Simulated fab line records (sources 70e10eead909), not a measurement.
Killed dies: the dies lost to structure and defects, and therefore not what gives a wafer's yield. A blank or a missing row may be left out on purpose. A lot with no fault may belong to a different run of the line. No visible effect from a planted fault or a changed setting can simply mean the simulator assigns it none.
fab line records	flow nand-harc	part 1 of 2: steps 1 to 25 of 28
[record] lots = 7	wafers = 21	last-day = 33
route steps=1302 shown A_CHANNEL_HOLE_D2@582 END@1302
lots with no fault: from the same line, run without faults
start-h: start of the lot's first displayed wafer, in hours after the record's first day	wait-h: hours elapsed since this lot's preceding step	" identical to the entry in the row above	L1.1+2: several wafers, shown together as one row	- no value, or no start was given	* or withheld: withheld	< > ~ a bound
route shown NAME@n: NAME is a module with steps in the file, n the number in the route of the first one	usual: mean/standard deviation of fault-free wafers	same: alike in all rows	chamber/n: place in a boat	sites: each site's reading	_std_site: how widely they spread, as a standard deviation	_edge_site: inner sites' mean taken away from outer sites' mean	radius-mm: how far each site lies from the wafer's centre	mask NAME#n: copy n	behind: the tool/chamber that last shaped the wafer	hold: why the lot went on hold/how many hours it stayed there/how the hold came to an end	device: names the non-switching transistor (n, p or np)	end of line: tests run on the same wafers once the route is complete	a step given without rows: its recipe and nothing more	killed: not the wafer's yield, but the dies lost to structure and defects at the first sort	map: per-die view of a wafer (x killed, . not killed, _ where there is no die)
set.NAME: the setting that was run; set.NAME@STEP: the one run at that earlier step	model.NAME: the simulator's own value behind a step, which no gauge read
a table for each step, a row for each wafer; lots at some steps of the route
services: the hour from which a tool's chamber was out of use, counted from the record's first day as start-h (under 0 if before that day), plus the number of hours and why
[[steps]]
[step NHARC_A_CHANNEL_HOLE_D2_CD_MEAS_10]
[recipe] target-cd-nm = 100	landing-energy-ev = 500
[usual] cd-nm = 100.3/0.68
lot.wafer	tool	chamber	start-h	wait-h	cd-nm
L460.3	cd-sem-03	0	318.83	-	99.9
L460.5	"	0	"	"	100.3
L460.6	"	0	"	"	100.6
L468.4	cd-sem-02	0	397.19	-	99.9
L468.5	"	0	"	"	100.4
L468.6	"	0	"	"	100.7
L469.1	cd-sem-01	0	432.41	-	100.3
L469.2	"	0	"	"	100.6
L469.5	"	0	"	"	99.6
L470.2	cd-sem-01	0	434.27	-	100.9
L470.4	"	0	"	"	101.2
L470.5	"	0	"	"	100.2
L473.2	cd-sem-02	0	450.67	-	100.5
L473.3	"	0	"	"	100.0
L473.4	"	0	"	"	100.2
L475.1	cd-sem-01	0	482.05	-	100.9
L475.4	"	0	"	"	101.0
L475.5	"	0	"	"	100.3
L479.2	cd-sem-01	0	523.08	-	100.6
L479.4	"	0	"	"	100.5
L479.5	"	0	"	"	100.8
[step NHARC_A_CHANNEL_HOLE_D2_OVL_MEAS_11]
[usual] overlay-x-nm = 0.1/0.8	overlay-y-nm = 0.1/0.81
lot.wafer	tool	chamber	start-h	wait-h	overlay-x-nm	overlay-y-nm
L460.3	overlay-02	-	318.92	-	-0.8	0.1
L460.5	"	-	"	"	-0.9	0.3
L460.6	"	-	"	"	-1.2	0.5
L468.4	overlay-02	-	397.27	-	-0.4	0.2
L468.5	"	-	"	"	-0.2	1.0
L468.6	"	-	"	"	-0.1	0.9
L469.1	overlay-01	-	432.49	-	-0.3	-0.6
L469.2	"	-	"	"	-0.4	-0.2
L469.5	"	-	"	"	-0.5	0.0
L470.2	overlay-01	-	434.35	-	1.0	-0.7
L470.4	"	-	"	"	1.0	0.1
L470.5	"	-	"	"	0.4	-0.6
L473.2	overlay-02	-	450.76	-	0.0	0.5
L473.3	"	-	"	"	0.1	1.0
L473.4	"	-	"	"	0.2	0.1
L475.1	overlay-02	-	482.14	-	0.1	-0.1
L475.4	"	-	"	"	0.2	0.0
L475.5	"	-	"	"	-0.2	-0.2
L479.2	overlay-01	-	523.16	-	-0.8	-1.0
L479.4	"	-	"	"	-0.7	-0.9
L479.5	"	-	"	"	-1.1	-0.9
[step NHARC_A_CHANNEL_HOLE_D2_INSPECT_12]
[usual] raw-defect-count = 30/23
lot.wafer	tool	chamber	start-h	wait-h	raw-defect-count
L460.3	defect-inspect-01	-	318.95	0.0	56
L460.5	"	-	"	"	54
L460.6	"	-	"	"	44
L468.4	defect-inspect-02	-	397.31	0.0	14
L468.5	"	-	"	"	13
L468.6	"	-	"	"	10
L469.1	defect-inspect-02	-	432.53	0.0	53
L469.2	"	-	"	"	52
L469.5	"	-	"	"	50
L470.2	defect-inspect-02	-	434.39	0.0	8
L470.4	"	-	"	"	15
L470.5	"	-	"	"	14
L473.2	defect-inspect-01	-	450.80	0.0	58
L473.3	"	-	"	"	58
L473.4	"	-	"	"	53
L475.1	defect-inspect-02	-	482.18	0.0	21
L475.4	"	-	"	"	21
L475.5	"	-	"	"	16
L479.2	defect-inspect-02	-	523.20	0.0	8
L479.4	"	-	"	"	4
L479.5	"	-	"	"	2
[step NHARC_A_CHANNEL_HOLE_D2_DESCUM_15]
[recipe] time-s = 3	o2-flow-sccm = 200	ar-flow-sccm = 0	bias-power-w = 0	chemistry = O2
[usual] drypump-motor-current-A = 5.6/0.39	mfc-ar-sccm = 0.014/0.016	oes-product-au = 0.998/0.014	rf-vpp-V = 57.9/0.9	showerhead-plenum-p-Torr = 1.92/0.099	throttle-valve-pct = 11.311/0.009
lot.wafer	tool	chamber	start-h	wait-h	drypump-motor-current-A	mfc-ar-sccm	oes-product-au	rf-hours-counter-h	rf-vpp-V	showerhead-plenum-p-Torr	throttle-valve-pct
L460.3	rie-diel-13	1	319.04	0.1	5.8	0.024	0.971	10.7	57.5	1.83	11.305
L460.6	"	2	"	"	5.2	0.034	0.995	-	59.0	2.06	11.319
L460.5	"	0	"	"	5.7	0	0.987	-	59.0	2.04	11.318
L468.4	rie-diel-08	2	397.37	0.1	5.3	0.034	0.989	1.2	58.2	1.94	11.317
L468.6	"	2	"	"	5.3	0.034	1.002	-	57.2	1.94	11.317
L468.5	"	3	"	"	5.7	0	0.983	-	58.2	2.04	11.318
L469.1	rie-diel-02	0	432.60	0.1	6.4	0	1.027	0.8	58.9	2.06	11.310
L469.2	"	1	"	"	5.3	0.037	1.008	0.9	57.7	1.81	11.310
L469.5	"	1	"	"	5.3	0.037	1.007	-	56.6	1.81	11.324
L470.2	rie-diel-02	1	434.47	0.1	5.3	0.037	1.001	1.7	58.1	1.81	11.312
L470.4	"	0	"	"	6.3	0	1.022	-	58.4	2.06	11.316
L470.5	"	1	"	"	5.3	0.037	0.994	-	57.0	1.81	11.299
L473.3	rie-diel-13	3	450.86	0.1	5.0	0.029	1.001	7.8	57.9	1.85	11.307
L473.2	"	0	"	"	5.7	0	0.974	9.4	59.1	2.03	11.304
L473.4	"	1	"	"	5.8	0.024	0.978	8.1	57.6	1.83	11.290
L475.1	rie-diel-13	2	482.24	0.1	5.2	0.034	0.978	8.7	58.8	2.06	11.300
L475.4	"	3	"	"	5.1	0.029	0.995	10.0	56.5	1.85	11.301
L475.5	"	2	"	"	5.2	0.034	0.978	-	58.8	2.06	11.331
L479.4	rie-diel-02	1	523.28	0.1	5.3	0.037	1.006	7.2	57.8	1.81	11.318
L479.2	"	2	"	"	5.4	0.000	1.000	7.4	58.0	1.86	11.308
L479.5	"	3	"	"	5.4	0	0.998	-	57.8	1.91	11.307
[step NHARC_A_CHANNEL_HOLE_D2_ETCH_38]
[recipe] target-depth-a = 390	over-etch-frac = 0.3	time-s = 65	ion-energy-ev = 80	cf4-flow-sccm = 150	ar-flow-sccm = 0	rf-w = 300	bias-w = 100	chemistry = CF4
[usual] drypump-motor-current-A = 5.6/0.39	mfc-ar-sccm = 0.013/0.015	oes-product-au = 1.001/0.013	rf-vpp-V = 151.5/1.3	showerhead-plenum-p-Torr = 1.78/0.084	throttle-valve-pct = 13.284/0.009
lot.wafer	tool	chamber	start-h	wait-h	drypump-motor-current-A	mfc-ar-sccm	oes-product-au	rf-hours-counter-h	rf-vpp-V	showerhead-plenum-p-Torr	throttle-valve-pct
L460.3	rie-diel-13	2	319.13	0.1	5.2	0.034	1.002	9.7	153.6	1.90	13.282
L460.5	"	1	"	"	5.8	0.024	0.978	-	152.2	1.70	13.280
L460.6	"	2	"	"	5.2	0.034	0.998	-	152.6	1.90	13.291
L468.4	rie-diel-08	3	397.46	0.1	5.7	0	0.988	1.2	154.7	1.87	13.281
L468.5	"	3	"	"	5.7	0	0.989	-	152.7	1.87	13.302
L468.6	"	0	"	"	5.9	0.013	1.010	-	150.3	1.65	13.289
L469.1	rie-diel-02	0	432.70	0.1	6.4	0	1.021	0.8	152.7	1.89	13.283
L469.2	"	1	"	"	5.3	0.037	0.994	1.0	149.8	1.68	13.297
L469.5	"	1	"	"	5.3	0.037	1.010	-	151.0	1.68	13.259
L470.2	rie-diel-02	2	434.56	0.1	5.4	0.000	0.984	1.6	151.9	1.73	13.282
L470.5	"	2	"	"	5.4	0.000	0.983	-	151.3	1.73	13.278
L470.4	"	0	"	"	6.4	0	1.006	-	153.7	1.89	13.280
L473.4	rie-diel-13	3	450.94	0.1	5.0	0.029	1.004	7.8	151.9	1.71	13.284
L473.3	"	0	"	"	5.7	0	0.975	9.5	153.0	1.87	13.279
L473.2	"	1	"	"	5.8	0.024	0.979	8.1	150.7	1.70	13.276
L475.4	rie-diel-13	3	482.33	0.1	5.0	0.029	1.013	10.0	151.2	1.71	13.289
L475.1	"	1	"	"	5.8	0.024	0.998	9.6	151.3	1.69	13.280
L475.5	"	3	"	"	5.0	0.029	1.016	-	149.9	1.71	13.292
L479.4	rie-diel-02	3	523.35	0.1	5.4	0	1.012	5.5	150.4	1.77	13.281
L479.2	"	2	"	"	5.4	0.000	1.004	7.4	149.9	1.72	13.293
L479.5	"	0	"	"	6.3	0	1.024	-	153.2	1.89	13.283
[step NHARC_A_CHANNEL_HOLE_D2_ETCH_39]
[recipe] target-depth-a = 2600	over-etch-frac = 0.3	time-s = 325	ion-energy-ev = 200	n2-flow-sccm = 150	h2-flow-sccm = 150	ar-flow-sccm = 0	rf-w = 400	bias-w = 150	chemistry = N2/H2
[usual] drypump-motor-current-A = 5.6/0.39	mfc-ar-sccm = 0.014/0.016	oes-product-au = 0.999/0.013	rf-vpp-V = 431/3	showerhead-plenum-p-Torr = 2.05/0.11	throttle-valve-pct = 14.171/0.0097
lot.wafer	tool	chamber	start-h	wait-h	drypump-motor-current-A	mfc-ar-sccm	oes-product-au	rf-hours-counter-h	rf-vpp-V	showerhead-plenum-p-Torr	throttle-valve-pct
L460.3	rie-diel-13	1	-	-	5.8	0.024	0.987	10.7	430	1.95	14.183
L460.5	"	0	"	"	5.7	0	0.987	-	434	2.18	14.175
L460.6	"	1	"	"	5.8	0.024	0.980	-	428	1.95	14.174
L468.4	rie-diel-08	0	-	-	5.9	0.013	1.016	0.8	428	1.89	14.184
L468.5	"	2	"	"	5.3	0.034	1.002	-	431	2.07	14.174
L468.6	"	3	"	"	5.7	0	0.993	-	435	2.17	14.174
L469.2	rie-diel-02	0	-	-	6.4	0	1.020	0.9	434	2.20	14.179
L469.1	"	1	"	"	5.3	0.037	0.991	1.0	428	1.92	14.161
L469.5	"	2	"	"	5.4	0.000	0.991	-	429	1.98	14.166
L470.2	rie-diel-02	0	-	-	6.4	0	1.019	1.6	437	2.20	14.160
L470.4	"	2	"	"	5.4	0.000	0.990	-	429	1.98	14.170
L470.5	"	0	"	"	6.4	0	1.020	-	435	2.20	14.155
L473.4	rie-diel-13	2	-	-	5.2	0.034	0.983	6.8	435	2.20	14.185
L473.2	"	3	"	"	5.0	0.029	1.005	7.8	429	1.97	14.200
L473.3	"	0	"	"	5.7	0	0.977	9.5	434	2.17	14.179
L475.1	rie-diel-13	1	-	-	5.8	0.024	0.989	9.7	428	1.95	14.184
L475.4	"	0	"	"	5.7	0	0.984	11.2	433	2.17	14.171
L475.5	"	1	"	"	5.8	0.024	0.993	-	428	1.95	14.168
L479.4	rie-diel-02	0	-	-	6.4	0	1.030	6.5	434	2.20	14.166
L479.2	"	1	"	"	5.3	0.037	1.009	7.3	426	1.92	14.159
L479.5	"	3	"	"	5.4	0	1.008	-	429	2.04	14.170
[step NHARC_A_CHANNEL_HOLE_D2_ETCH_34]
[recipe] target-depth-a = 1540	time-s = 77	cf4-flow-sccm = 100	chf3-flow-sccm = 30	ar-flow-sccm = 0	rf-w = 500	bias-w = 200	chemistry = CF4/CHF3
[step NHARC_A_CHANNEL_HOLE_D2_ETCH_16]
[recipe] target-depth-a = 31000	over-etch-frac = 0.3	time-s = 806	ion-energy-ev = 150	o2-flow-sccm = 400	cos-flow-sccm = 20	ar-flow-sccm = 0	rf-w = 500	bias-w = 300	chemistry = O2/COS
[step NHARC_A_CHANNEL_HOLE_D2_CD_MEAS_18]
[usual] cd-nm = 98.9/3
lot.wafer	tool	chamber	start-h	wait-h	cd-nm
L460.3	cd-sem-01	-	320.34	-	99.4
L460.5	"	-	"	"	98.2
L460.6	"	-	"	"	97.3
L468.4	cd-sem-03	-	398.49	-	102.2
L468.5	"	-	"	"	99.0
L468.6	"	-	"	"	103.1
L469.1	cd-sem-01	-	433.91	-	99.8
L469.2	"	-	"	"	95.5
L469.5	"	-	"	"	95.3
L470.2	cd-sem-01	-	435.77	-	99.8
L470.4	"	-	"	"	99.0
L470.5	"	-	"	"	96.6
L473.2	cd-sem-01	-	451.96	-	102.0
L473.3	"	-	"	"	101.5
L473.4	"	-	"	"	100.3
L475.1	cd-sem-03	-	483.35	-	100.5
L475.4	"	-	"	"	97.4
L475.5	"	-	"	"	98.8
L479.2	cd-sem-01	-	524.38	-	100.9
L479.4	"	-	"	"	97.2
L479.5	"	-	"	"	98.7
[step NHARC_A_CHANNEL_HOLE_D2_ETCH_19]
[recipe] bias-v = 1200	source-w = 2500	pressure-mtorr = 15	time-s = 34.5	ar-flow-sccm = 375	c4f8-flow-sccm = 28.8	o2-flow-sccm = 96.2	temp-c = -20	target-depth-a = *	chemistry = C4F8/O2/Ar
[step NHARC_A_CHANNEL_HOLE_D2_ETCH_20]
[recipe] bias-v = 3000	source-w = withheld	pressure-mtorr = 20	time-s = 361.9	ar-flow-sccm = 375	c4f8-flow-sccm = 89.3	o2-flow-sccm = 35.7	temp-c = -20	target-depth-a = 16000	chemistry = C4F8/O2/Ar
[step NHARC_A_CHANNEL_HOLE_D2_ETCH_21]
[recipe] bias-v = 3000	source-w = withheld	pressure-mtorr = 20	time-s = 514.3	ar-flow-sccm = 375	c4f8-flow-sccm = 89.3	o2-flow-sccm = 35.7	temp-c = -20	target-depth-a = 16000	chemistry = C4F8/O2/Ar
[step NHARC_A_CHANNEL_HOLE_D2_ETCH_22]
[recipe] bias-v = 3000	source-w = withheld	pressure-mtorr = 20	time-s = 666.7	ar-flow-sccm = 375	c4f8-flow-sccm = 89.3	o2-flow-sccm = 35.7	temp-c = -20	target-depth-a = 16000	chemistry = C4F8/O2/Ar
[usual] drypump-motor-current-A = 5.3/0.61	mfc-ar-sccm = 375.1/1.1	showerhead-plenum-p-Torr = 3.66/0.13	throttle-valve-pct = 32.154/0.0094
lot.wafer	tool	chamber	start-h	wait-h	drypump-motor-current-A	mfc-ar-sccm	rf-hours-counter-h	showerhead-plenum-p-Torr	throttle-valve-pct
L460.3	har-etch-01	1	321.46	0.4	6.2	376.2	-	3.55	32.163
L460.6	"	1	"	"	6.2	375.3	-	3.55	32.145
L460.5	"	0	"	"	5.6	376.2	-	3.69	32.148
L468.4	har-etch-01	1	401.33	0.4	6.2	375.3	-	3.52	32.147
L468.5	"	1	"	"	6.2	375.7	-	3.52	32.150
L468.6	"	0	"	"	5.6	376.3	-	3.66	32.159
L469.1	har-etch-01	0	434.84	0.4	5.6	371.6	234	3.65	32.153
L469.2	"	1	"	"	6.2	377.1	234	3.51	32.138
L469.5	"	1	"	"	6.2	376.3	-	3.51	32.174
L470.2	har-etch-01	0	439.12	0.4	5.6	374.8	238	3.65	32.160
L470.4	"	0	"	"	5.6	376.2	-	3.65	32.153
L470.5	"	1	"	"	6.2	374.7	-	3.51	32.148
L473.2	har-etch-01	1	456.67	0.4	6.2	375.5	253	3.50	32.172
L473.3	"	1	"	"	6.2	375.7	-	3.50	32.151
L473.4	"	0	"	"	5.6	376.1	-	3.64	32.148
L475.1	har-etch-01	1	484.30	0.4	6.2	373.9	264	3.50	32.153
L475.4	"	1	"	"	6.2	374.3	-	3.50	32.145
L475.5	"	1	"	"	6.2	374.6	-	3.50	32.142
L479.2	har-etch-02	0	525.32	0.4	4.9	375.1	77	3.89	32.166
L479.4	"	0	"	"	4.9	374.1	-	3.89	32.159
L479.5	"	1	"	"	4.6	374.5	-	3.66	32.151
[step NHARC_A_CHANNEL_HOLE_D2_ETCH_23]
[recipe] bias-v = 5000	source-w = withheld	pressure-mtorr = 20	time-s = 819	ar-flow-sccm = 375	c4f8-flow-sccm = 89.3	o2-flow-sccm = 35.7	temp-c = -20	target-depth-a = 16000	chemistry = C4F8/O2/Ar
[step NHARC_A_CHANNEL_HOLE_D2_ETCH_24]
[recipe] bias-v = 5000	source-w = withheld	pressure-mtorr = 20	time-s = 906.2	ar-flow-sccm = 375	c4f8-flow-sccm = 93.8	o2-flow-sccm = 31.2	temp-c = -20	target-depth-a = 15000	chemistry = C4F8/O2/Ar
[usual] drypump-motor-current-A = 5.3/0.61	mfc-ar-sccm = 375.1/1.3	showerhead-plenum-p-Torr = 3.66/0.13	throttle-valve-pct = 32.235/0.0098
lot.wafer	tool	chamber	start-h	wait-h	drypump-motor-current-A	mfc-ar-sccm	rf-hours-counter-h	showerhead-plenum-p-Torr	throttle-valve-pct
L460.3	har-etch-01	1	322.79	0.6	6.2	375.7	-	3.55	32.225
L460.6	"	1	"	"	6.2	375.3	-	3.55	32.231
L460.5	"	0	"	"	5.6	373.6	-	3.68	32.238
L468.4	har-etch-01	1	402.66	0.6	6.2	376.9	-	3.52	32.230
L468.5	"	1	"	"	6.2	374.9	-	3.52	32.234
L468.6	"	0	"	"	5.6	375.4	-	3.65	32.248
L469.1	har-etch-01	0	436.11	0.6	5.6	375.5	235	3.64	32.238
L469.2	"	1	"	"	6.2	373.1	235	3.51	32.256
L469.5	"	1	"	"	6.2	372.5	-	3.51	32.222
L470.2	har-etch-01	0	440.41	0.6	5.6	376.9	239	3.64	32.229
L470.4	"	0	"	"	5.6	374.0	-	3.64	32.232
L470.5	"	1	"	"	6.2	375.4	-	3.51	32.226
L473.2	har-etch-01	1	457.93	0.6	6.2	375.1	254	3.50	32.249
L473.3	"	1	"	"	6.2	376.3	-	3.50	32.227
L473.4	"	0	"	"	5.6	374.7	-	3.63	32.239
L475.1	har-etch-01	1	485.56	0.6	6.2	375.2	266	3.49	32.229
L475.4	"	1	"	"	6.2	373.9	-	3.49	32.234
L475.5	"	1	"	"	6.2	374.7	-	3.49	32.223
L479.2	har-etch-02	0	526.57	0.6	4.9	372.5	78	3.88	32.228
L479.4	"	0	"	"	4.9	372.3	-	3.88	32.238
L479.5	"	1	"	"	4.7	376.1	-	3.66	32.242
[step NHARC_A_CHANNEL_HOLE_D2_ETCH_25]
[recipe] bias-v = 5000	source-w = withheld	pressure-mtorr = 20	time-s = 1040.2	ar-flow-sccm = 375	c4f8-flow-sccm = 93.8	o2-flow-sccm = 31.2	temp-c = -20	target-depth-a = 15000	chemistry = C4F8/O2/Ar
[step NHARC_A_CHANNEL_HOLE_D2_ETCH_26]
[recipe] bias-v = 300	source-w = 2000	pressure-mtorr = 30	time-s = 224.1	ar-flow-sccm = 375	c4f8-flow-sccm = 11.4	o2-flow-sccm = 113.6	temp-c = -20	target-depth-a = 3000	chemistry = C4F8/O2/Ar
[usual] drypump-motor-current-A = 5.3/0.61	mfc-ar-sccm = 375.0/1.1	showerhead-plenum-p-Torr = 3.70/0.13	throttle-valve-pct = 24.585/0.0087
lot.wafer	tool	chamber	start-h	wait-h	drypump-motor-current-A	mfc-ar-sccm	rf-hours-counter-h	showerhead-plenum-p-Torr	throttle-valve-pct
L460.3	har-etch-01	1	324.24	0.5	6.2	376.6	-	3.59	24.579
L460.6	"	1	"	"	6.2	375.8	-	3.59	24.584
L460.5	"	0	"	"	5.6	373.3	-	3.73	24.594
L468.4	har-etch-01	1	404.12	0.5	6.2	375.8	-	3.56	24.592
L468.5	"	1	"	"	6.2	375.4	-	3.56	24.587
L468.6	"	0	"	"	5.6	375.5	-	3.70	24.573
L469.1	har-etch-01	0	437.76	0.7	5.6	374.6	236	3.69	24.583
L469.2	"	1	"	"	6.2	376.1	236	3.55	24.597
L469.5	"	1	"	"	6.2	374.5	-	3.55	24.599
L470.2	har-etch-01	0	441.97	0.6	5.6	375.9	240	3.69	24.584
L470.4	"	0	"	"	5.6	374.8	-	3.69	24.604
L470.5	"	1	"	"	6.2	373.6	-	3.55	24.578
L473.2	har-etch-01	1	459.58	0.7	6.2	374.5	256	3.54	24.599
L473.3	"	1	"	"	6.2	377.4	-	3.54	24.599
L473.4	"	0	"	"	5.6	375.9	-	3.68	24.581
L475.1	har-etch-01	1	487.21	0.7	6.2	373.1	267	3.53	24.595
L475.4	"	1	"	"	6.2	376.1	-	3.53	24.588
L475.5	"	1	"	"	6.2	375.6	-	3.53	24.596
L479.2	har-etch-02	0	528.22	0.7	4.9	375.0	80	3.94	24.596
L479.4	"	0	"	"	4.9	376.3	-	3.94	24.584
L479.5	"	1	"	"	4.6	377.6	-	3.70	24.573
[step NHARC_A_CHANNEL_HOLE_D2_ETCH_27]
[recipe] bias-v = 400	source-w = 2000	pressure-mtorr = 25	time-s = 90	ar-flow-sccm = 375	c4f8-flow-sccm = 41.7	o2-flow-sccm = 83.3	temp-c = -20	target-depth-a = 4000	chemistry = C4F8/O2/Ar
[step NHARC_A_CHANNEL_HOLE_D2_STRIP_41]
[recipe] n2-flow-sccm = 150	h2-flow-sccm = 150	ar-flow-sccm = 0	bias-w = 0	chemistry = N2/H2
[step NHARC_A_CHANNEL_HOLE_D2_STRIP_42]
[recipe] cf4-flow-sccm = 100	chf3-flow-sccm = 30	ar-flow-sccm = 0	bias-w = 0	chemistry = CF4/CHF3
[step NHARC_A_CHANNEL_HOLE_D2_STRIP_43]
[recipe] o2-flow-sccm = 400	cos-flow-sccm = 20	ar-flow-sccm = 0	bias-w = 0	chemistry = O2/COS
[step NHARC_A_CHANNEL_HOLE_D2_ETCH_44]
[recipe] target-depth-a = 1400	overetch-a = 140	time-s = 77	ion-energy-ev = 100	cf4-flow-sccm = 80	o2-flow-sccm = 20	ar-flow-sccm = 0	rf-w = 300	bias-w = 100	chemistry = CF4/O2
[step NHARC_A_CHANNEL_HOLE_D2_STRIP_28]
[recipe] o2-flow-sccm = 500	ar-flow-sccm = 0	bias-w = 0	chemistry = O2
[step NHARC_A_CHANNEL_HOLE_D2_PRECLEAN_29]
[recipe] time-s = *	temp-c = 50	bath-age-min = 0	chemistry = SC1
[step NHARC_A_CHANNEL_HOLE_D2_SRD_30]
